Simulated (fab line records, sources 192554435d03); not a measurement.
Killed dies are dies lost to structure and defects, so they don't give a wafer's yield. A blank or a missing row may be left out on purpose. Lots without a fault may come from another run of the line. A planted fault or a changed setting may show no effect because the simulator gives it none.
Problem report in the 8D (eight disciplines) form, filled by code | flow n5_finfet | the parts of the form that need people (team, actions taken, sign-off) are left out

1. THE PROBLEM
spin_speed_rpm at N5_BEOL_M2_COAT_73 reads a mean of 1710.0 rpm on 6 wafers of 2 lots; wafers without a fault read 1500.0 rpm with a standard deviation of 0.93. That is +99 or more standard deviations from the usual mean.
The step: time 60 s, resist thk 5 nm.
First seen on wafer L431.1, day 10 23:14, on litho_track-02. The record holds 30 wafers of 10 lots with a number at this step. Rule for "out", or "out of limits": more than 4 standard deviations from the usual mean. The other wafers with a number count as sound.

2. WHAT IT IS AND WHAT IT IS NOT
question                    | is                     | is not
which readings at this step | spin_speed_rpm         | dispense_pressure_kPa
which lots                  | L431, L432             | L414, L416, L419, L423, L429, L434, L435, L436
which wafers of those lots  | all that have a number | -
read on which tools         | litho_track-02         | litho_track-01, litho_track-05
when                        | from day 10 23:14      | up to then (15 sound wafers); but 9 sound wafers of L434, L435, L436 came after

3. SUSPECTS, AND WHAT RULES EACH OUT
Counting: a tool at a process step up to the reading stays a suspect if it ran every lot that is out and no sound lot after the first of them.
- cvd_co-01 at N5_BEOL_M1_CO_CAP_55 (material Co, precursor CCTBA/H2, target thk 2 nm, time 102.1 s): ruled out as a lasting fault. Sound lots L435 ran on it after its first lot that is out, L431 (day 10 21:58).
- litho_track-02 at N5_BEOL_M2_COAT_73 (time 60 s, resist thk 5 nm): kept. It ran every lot that is out, first L431 (day 10 23:14), and no sound lot after that; its last sound lot up to then is L429 (day 10 21:24). Its own readings are out on those wafers: spin_speed_rpm.
Left after counting: litho_track-02 at N5_BEOL_M2_COAT_73.

4. THE CAUSE (what the simulator had put in)
Process parameter drift: litho_track-02, from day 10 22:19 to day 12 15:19, at N5_BEOL_M2_COAT_73. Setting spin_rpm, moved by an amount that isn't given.
Counting left only this tool.

5. THE CHAIN OF EFFECTS, in route order
Each row: a reading whose mean over the struck wafers that have a number lies more than 3 standard deviations from the usual. Only readings for which the record gives a usual standard deviation are gone through. hours: the time from each lot's start at the first step in this table that gives one to its start at this step, as a median over the lots. sigmas: the change in usual standard deviations.
hours | step               | reading        | usual      | on struck wafers | change | sigmas
0     | N5_BEOL_M2_COAT_73 | spin_speed_rpm | 1500.0 rpm | 1710.0           | +210.0 | +99 or more
The process steps in it:
- N5_BEOL_M2_COAT_73: time 60 s, resist thk 5 nm.
Later measuring or inspecting steps at which every struck wafer that the step has a row for has a number for every such reading, and none has moved that far: N5_BEOL_M4_RC_MEAS_101.

6. WHAT WOULD HAVE CAUGHT IT SOONER
In this record the first reading out of limits was taken at day 10 23:14, 1 hour after the fault began at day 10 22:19.
